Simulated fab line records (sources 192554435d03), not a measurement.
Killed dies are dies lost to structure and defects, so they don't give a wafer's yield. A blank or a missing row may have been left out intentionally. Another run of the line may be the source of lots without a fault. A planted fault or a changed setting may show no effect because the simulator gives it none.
The tool behind it: which one? / flow n5-finfet / 15 lots, 45 wafers sampled, at 5 steps of a route of 1938

WHAT THE GAUGES SHOWED, per wafer
N5_BEOL_M5_CD_MEAS_18: pitch 56 nm, target cd 28 nm. Usual: cd-nm 28.02 nm, standard deviation 0.28.
lot=L130; measured=day 8 02:41; on=cd-sem-01; cd-nm (nm)=28.47 28.00 28.39; flag=
lot=L133; measured=day 8 07:56; on=cd-sem-03; cd-nm (nm)=28.32 28.08 27.81; flag=
lot=L131; measured=day 8 08:07; on=cd-sem-01; cd-nm (nm)=27.98 28.16 27.58; flag=
lot=L132; measured=day 8 12:58; on=cd-sem-03; cd-nm (nm)=27.72 28.08 28.35; flag=
lot=L137; measured=day 9 19:58; on=cd-sem-01; cd-nm (nm)=27.98 27.58 28.12; flag=
lot=L140; measured=day 10 02:24; on=cd-sem-02; cd-nm (nm)=- - -; flag=OFF
lot=L141; measured=day 10 21:48; on=cd-sem-03; cd-nm (nm)=- - -; flag=OFF
lot=L142; measured=day 11 00:16; on=cd-sem-01; cd-nm (nm)=- - -; flag=OFF
lot=L146; measured=day 11 20:32; on=cd-sem-02; cd-nm (nm)=28.13 27.87 28.05; flag=
lot=L145; measured=day 12 03:10; on=cd-sem-02; cd-nm (nm)=27.80 27.96 28.20; flag=
lot=L148; measured=day 12 11:28; on=cd-sem-02; cd-nm (nm)=28.09 27.97 28.14; flag=
lot=L149; measured=day 12 20:16; on=cd-sem-01; cd-nm (nm)=27.45 28.09 28.00; flag=
lot=L150; measured=day 13 03:07; on=cd-sem-02; cd-nm (nm)=28.33 28.17 28.19; flag=
lot=L151; measured=day 13 04:55; on=cd-sem-02; cd-nm (nm)=28.12 27.96 27.76; flag=
lot=L153; measured=day 13 21:42; on=cd-sem-02; cd-nm (nm)=27.80 27.69 28.10; flag=

N5_BEOL_M5_OVL_MEAS_29. Usual: V4_OVL gives -0.4 nm (standard deviation 0.64).
lot=L130; measured=day 8 05:17; on=overlay-02; V4_OVL (nm)=-0.6 0.2 -0.1; flag=
lot=L133; measured=day 8 09:45; on=overlay-02; V4_OVL (nm)=-0.7 0.1 0.3; flag=
lot=L131; measured=day 8 09:35; on=overlay-02; V4_OVL (nm)=0.3 0.5 0.6; flag=
lot=L132; measured=day 8 15:37; on=overlay-01; V4_OVL (nm)=-0.7 0.0 -0.5; flag=
lot=L137; measured=day 9 20:20; on=overlay-01; V4_OVL (nm)=-0.5 -0.5 -0.3; flag=
lot=L146; measured=day 11 21:53; on=overlay-02; V4_OVL (nm)=-1.3 -0.2 -0.1; flag=
lot=L145; measured=day 12 04:07; on=overlay-02; V4_OVL (nm)=-1.3 0.0 -1.3; flag=
lot=L148; measured=day 12 13:03; on=overlay-02; V4_OVL (nm)=-0.5 -1.3 -1.2; flag=
lot=L149; measured=day 12 20:44; on=overlay-02; V4_OVL (nm)=0.6 -0.6 0.9; flag=
lot=L150; measured=day 13 03:28; on=overlay-01; V4_OVL (nm)=-0.2 -0.6 -0.1; flag=
lot=L151; measured=day 13 08:38; on=overlay-01; V4_OVL (nm)=0.4 0.3 -0.7; flag=
lot=L153; measured=day 13 23:43; on=overlay-02; V4_OVL (nm)=0.1 -0.9 0.0; flag=

TOOL THAT RAN EACH LOT (tool first, then ch and the chambers of the sampled wafers, then the start)
lot=L130; N5_BEOL_M4_ANNEAL_91=pvd-sputter-03, day 7 22:25; N5_BEOL_M4_SPUTTER_92=pvd-sputter-03, day 7 22:34; N5_BEOL_M5_HM_OPEN_17=rie-metal-03 ch 0,1, day 8 02:30
lot=L133; N5_BEOL_M4_ANNEAL_91=pvd-sputter-01, day 8 03:25; N5_BEOL_M4_SPUTTER_92=pvd-sputter-01, day 8 03:33; N5_BEOL_M5_HM_OPEN_17=rie-metal-02 ch 0,1, day 8 07:43
lot=L131; N5_BEOL_M4_ANNEAL_91=pvd-sputter-03, day 8 03:31; N5_BEOL_M4_SPUTTER_92=pvd-sputter-03, day 8 03:39; N5_BEOL_M5_HM_OPEN_17=rie-metal-03 ch 0,1, day 8 07:58
lot=L132; N5_BEOL_M4_ANNEAL_91=pvd-sputter-01, day 8 08:20; N5_BEOL_M4_SPUTTER_92=pvd-sputter-01, day 8 08:28; N5_BEOL_M5_HM_OPEN_17=rie-metal-02 ch 0,1, day 8 12:47
lot=L137; N5_BEOL_M4_ANNEAL_91=pvd-sputter-03, day 9 11:50; N5_BEOL_M4_SPUTTER_92=pvd-sputter-03, day 9 11:58; N5_BEOL_M5_HM_OPEN_17=rie-metal-01 ch 0, day 9 19:35
lot=L140; N5_BEOL_M4_ANNEAL_91=pvd-sputter-01, day 9 21:08; N5_BEOL_M4_SPUTTER_92=pvd-sputter-01, day 9 21:16; N5_BEOL_M5_HM_OPEN_17=rie-metal-03 ch 0,1, day 10 02:14
lot=L141; N5_BEOL_M4_ANNEAL_91=pvd-sputter-02, day 10 16:13; N5_BEOL_M4_SPUTTER_92=pvd-sputter-02, day 10 16:21; N5_BEOL_M5_HM_OPEN_17=rie-metal-03 ch 0,1, day 10 21:35
lot=L142; N5_BEOL_M4_ANNEAL_91=pvd-sputter-01, day 10 19:27; N5_BEOL_M4_SPUTTER_92=pvd-sputter-01, day 10 19:35; N5_BEOL_M5_HM_OPEN_17=rie-metal-02 ch 0,1, day 11 00:01
lot=L146; N5_BEOL_M4_ANNEAL_91=pvd-sputter-01, day 11 13:57; N5_BEOL_M4_SPUTTER_92=pvd-sputter-01, day 11 14:05; N5_BEOL_M5_HM_OPEN_17=rie-metal-03 ch 1, day 11 20:21
lot=L145; N5_BEOL_M4_ANNEAL_91=pvd-sputter-01, day 11 21:04; N5_BEOL_M4_SPUTTER_92=pvd-sputter-01, day 11 21:13; N5_BEOL_M5_HM_OPEN_17=rie-metal-03 ch 0,1, day 12 02:59
lot=L148; N5_BEOL_M4_ANNEAL_91=pvd-sputter-02, day 12 05:25; N5_BEOL_M4_SPUTTER_92=pvd-sputter-02, day 12 05:34; N5_BEOL_M5_HM_OPEN_17=rie-metal-02 ch 0,1, day 12 11:17
lot=L149; N5_BEOL_M4_ANNEAL_91=pvd-sputter-03, day 12 15:25; N5_BEOL_M4_SPUTTER_92=pvd-sputter-03, day 12 15:33; N5_BEOL_M5_HM_OPEN_17=rie-metal-01 ch 0,1, day 12 20:01
lot=L150; N5_BEOL_M4_ANNEAL_91=pvd-sputter-02, day 12 20:48; N5_BEOL_M4_SPUTTER_92=pvd-sputter-02, day 12 20:56; N5_BEOL_M5_HM_OPEN_17=rie-metal-03 ch 0,1, day 13 02:56
lot=L151; N5_BEOL_M4_ANNEAL_91=pvd-sputter-01, day 12 23:29; N5_BEOL_M4_SPUTTER_92=pvd-sputter-01, day 12 23:37; N5_BEOL_M5_HM_OPEN_17=rie-metal-03 ch 0,1, day 13 04:37
lot=L153; N5_BEOL_M4_ANNEAL_91=pvd-sputter-02, day 13 16:42; N5_BEOL_M4_SPUTTER_92=pvd-sputter-02, day 13 16:50; N5_BEOL_M5_HM_OPEN_17=rie-metal-01 ch 0,1, day 13 21:31
- N5_BEOL_M4_ANNEAL_91: time 240 s.
- N5_BEOL_M4_SPUTTER_92: material Cu, target thk 4.5 nm, time 8.29 s.
- N5_BEOL_M5_HM_OPEN_17: chemistry Cl2/BCl3, target TiN, target depth 20 nm, overetch 6 nm.

AS READ BY THE TOOLS THEMSELVES (means over the sampled wafers that have a number; for cases with no such wafer, the mark the record gives instead)
N5_BEOL_M4_ANNEAL_91. Usual: heater-power-w 848 W, standard deviation 87.
lot=L130; tool=pvd-sputter-03; heater-power-w (W)=862; flag=
lot=L133; tool=pvd-sputter-01; heater-power-w (W)=872; flag=
lot=L131; tool=pvd-sputter-03; heater-power-w (W)=849; flag=
lot=L132; tool=pvd-sputter-01; heater-power-w (W)=900; flag=
lot=L137; tool=pvd-sputter-03; heater-power-w (W)=876; flag=
lot=L140; tool=pvd-sputter-01; heater-power-w (W)=836; flag=
lot=L141; tool=pvd-sputter-02; heater-power-w (W)=798; flag=
lot=L142; tool=pvd-sputter-01; heater-power-w (W)=817; flag=
lot=L146; tool=pvd-sputter-01; heater-power-w (W)=892; flag=
lot=L145; tool=pvd-sputter-01; heater-power-w (W)=856; flag=
lot=L148; tool=pvd-sputter-02; heater-power-w (W)=896; flag=
lot=L149; tool=pvd-sputter-03; heater-power-w (W)=805; flag=
lot=L150; tool=pvd-sputter-02; heater-power-w (W)=845; flag=
lot=L151; tool=pvd-sputter-01; heater-power-w (W)=817; flag=
lot=L153; tool=pvd-sputter-02; heater-power-w (W)=894; flag=

N5_BEOL_M4_SPUTTER_92. Usual: chamber-pressure-pa 0.07 Pa, standard deviation 0.00013; throttle-valve-pct 29.7 %, standard deviation 1.3.
lot=L130; tool=pvd-sputter-03; chamber-pressure-pa (Pa)=0.07; throttle-valve-pct (%)=29.8; flag=
lot=L133; tool=pvd-sputter-01; chamber-pressure-pa (Pa)=0.07; throttle-valve-pct (%)=30.2; flag=
lot=L131; tool=pvd-sputter-03; chamber-pressure-pa (Pa)=0.07; throttle-valve-pct (%)=30.1; flag=
lot=L132; tool=pvd-sputter-01; chamber-pressure-pa (Pa)=0.07; throttle-valve-pct (%)=30.5; flag=
lot=L137; tool=pvd-sputter-03; chamber-pressure-pa (Pa)=0.07; throttle-valve-pct (%)=29.7; flag=
lot=L140; tool=pvd-sputter-01; chamber-pressure-pa (Pa)=0.07; throttle-valve-pct (%)=29.6; flag=
lot=L141; tool=pvd-sputter-02; chamber-pressure-pa (Pa)=0.07; throttle-valve-pct (%)=29.5; flag=
lot=L142; tool=pvd-sputter-01; chamber-pressure-pa (Pa)=0.07; throttle-valve-pct (%)=29.4; flag=
lot=L146; tool=pvd-sputter-01; chamber-pressure-pa (Pa)=0.07; throttle-valve-pct (%)=30.1; flag=
lot=L145; tool=pvd-sputter-01; chamber-pressure-pa (Pa)=0.07; throttle-valve-pct (%)=30.2; flag=
lot=L148; tool=pvd-sputter-02; chamber-pressure-pa (Pa)=0.07; throttle-valve-pct (%)=29.8; flag=
lot=L149; tool=pvd-sputter-03; chamber-pressure-pa (Pa)=0.07; throttle-valve-pct (%)=30.5; flag=
lot=L150; tool=pvd-sputter-02; chamber-pressure-pa (Pa)=0.07; throttle-valve-pct (%)=29.1; flag=
lot=L151; tool=pvd-sputter-01; chamber-pressure-pa (Pa)=0.07; throttle-valve-pct (%)=29.5; flag=
lot=L153; tool=pvd-sputter-02; chamber-pressure-pa (Pa)=0.07; throttle-valve-pct (%)=29.2; flag=

N5_BEOL_M5_HM_OPEN_17. Usual: bcl3-flow-sccm 21.75 sccm, standard deviation 0.057; bias-w 126.1 W, standard deviation 0.38; drypump-motor-current-A 5.7 A, standard deviation 0.44; oes-product-au 0.68 a.u., standard deviation 0.07; throttle-valve-pct 22.15 %, standard deviation 0.098.
lot=L130; tool=rie-metal-03; bcl3-flow-sccm (sccm)=21.83; bias-w (W)=126.0; drypump-motor-current-A (A)=5.6; oes-product-au (a.u.)=0.67; throttle-valve-pct (%)=22.14; flag=
lot=L133; tool=rie-metal-02; bcl3-flow-sccm (sccm)=21.77; bias-w (W)=126.5; drypump-motor-current-A (A)=6.1; oes-product-au (a.u.)=0.70; throttle-valve-pct (%)=22.21; flag=
lot=L131; tool=rie-metal-03; bcl3-flow-sccm (sccm)=21.70; bias-w (W)=125.8; drypump-motor-current-A (A)=5.4; oes-product-au (a.u.)=0.73; throttle-valve-pct (%)=22.17; flag=
lot=L132; tool=rie-metal-02; bcl3-flow-sccm (sccm)=21.75; bias-w (W)=125.5; drypump-motor-current-A (A)=6.2; oes-product-au (a.u.)=0.70; throttle-valve-pct (%)=22.21; flag=
lot=L137; tool=rie-metal-01; bcl3-flow-sccm (sccm)=21.71; bias-w (W)=126.1; drypump-motor-current-A (A)=6.2; oes-product-au (a.u.)=0.61; throttle-valve-pct (%)=22.00; flag=
lot=L140; tool=rie-metal-03; bcl3-flow-sccm (sccm)=-; bias-w (W)=-; drypump-motor-current-A (A)=-; oes-product-au (a.u.)=-; throttle-valve-pct (%)=-; flag=OFF
lot=L141; tool=rie-metal-03; bcl3-flow-sccm (sccm)=-; bias-w (W)=-; drypump-motor-current-A (A)=-; oes-product-au (a.u.)=-; throttle-valve-pct (%)=-; flag=OFF
lot=L142; tool=rie-metal-02; bcl3-flow-sccm (sccm)=-; bias-w (W)=-; drypump-motor-current-A (A)=-; oes-product-au (a.u.)=-; throttle-valve-pct (%)=-; flag=OFF
lot=L146; tool=rie-metal-03; bcl3-flow-sccm (sccm)=21.75; bias-w (W)=126.0; drypump-motor-current-A (A)=5.9; oes-product-au (a.u.)=0.60; throttle-valve-pct (%)=22.11; flag=
lot=L145; tool=rie-metal-03; bcl3-flow-sccm (sccm)=21.71; bias-w (W)=126.0; drypump-motor-current-A (A)=5.4; oes-product-au (a.u.)=0.69; throttle-valve-pct (%)=22.21; flag=
lot=L148; tool=rie-metal-02; bcl3-flow-sccm (sccm)=21.76; bias-w (W)=126.2; drypump-motor-current-A (A)=6.1; oes-product-au (a.u.)=0.68; throttle-valve-pct (%)=22.22; flag=
lot=L149; tool=rie-metal-01; bcl3-flow-sccm (sccm)=21.75; bias-w (W)=126.2; drypump-motor-current-A (A)=5.6; oes-product-au (a.u.)=0.73; throttle-valve-pct (%)=22.05; flag=
lot=L150; tool=rie-metal-03; bcl3-flow-sccm (sccm)=21.69; bias-w (W)=126.2; drypump-motor-current-A (A)=5.6; oes-product-au (a.u.)=0.64; throttle-valve-pct (%)=22.17; flag=
lot=L151; tool=rie-metal-03; bcl3-flow-sccm (sccm)=21.79; bias-w (W)=125.9; drypump-motor-current-A (A)=5.6; oes-product-au (a.u.)=0.63; throttle-valve-pct (%)=22.18; flag=
lot=L153; tool=rie-metal-01; bcl3-flow-sccm (sccm)=21.73; bias-w (W)=125.6; drypump-motor-current-A (A)=5.7; oes-product-au (a.u.)=0.72; throttle-valve-pct (%)=22.06; flag=

THE ANSWER, worked out from the rows above alone
Rule: lot off if the mean of its wafers having a number is beyond 3 standard deviations from the usual mean. Also off: a lot with no number at a reading for which 4 or more lots have one. The other lots that the step has rows for count as sound. After the gauges, taken in route order, come the tools' own readings; for these a lot's mean is taken, as printed above. At the first step where some lot is off, the reading lying furthest off is the one used; lots without a number count as furthest.
Off: L140, L141, L142 (N5_BEOL_M5_CD_MEAS_18, cd-nm). Without a number there: L140, L141, L142.
A tool fits if, at a process step before that reading, it ran every lot that is off, and no sound lot after the first of them. The gauges at N5_BEOL_M5_CD_MEAS_18 aren't tried: what is off there is off at N5_BEOL_M5_HM_OPEN_17 too, on other tools, and a gauge's error can't cause that. Not one of the candidates tried fits.

WHAT HAD BEEN PUT IN BY THE SIMULATOR
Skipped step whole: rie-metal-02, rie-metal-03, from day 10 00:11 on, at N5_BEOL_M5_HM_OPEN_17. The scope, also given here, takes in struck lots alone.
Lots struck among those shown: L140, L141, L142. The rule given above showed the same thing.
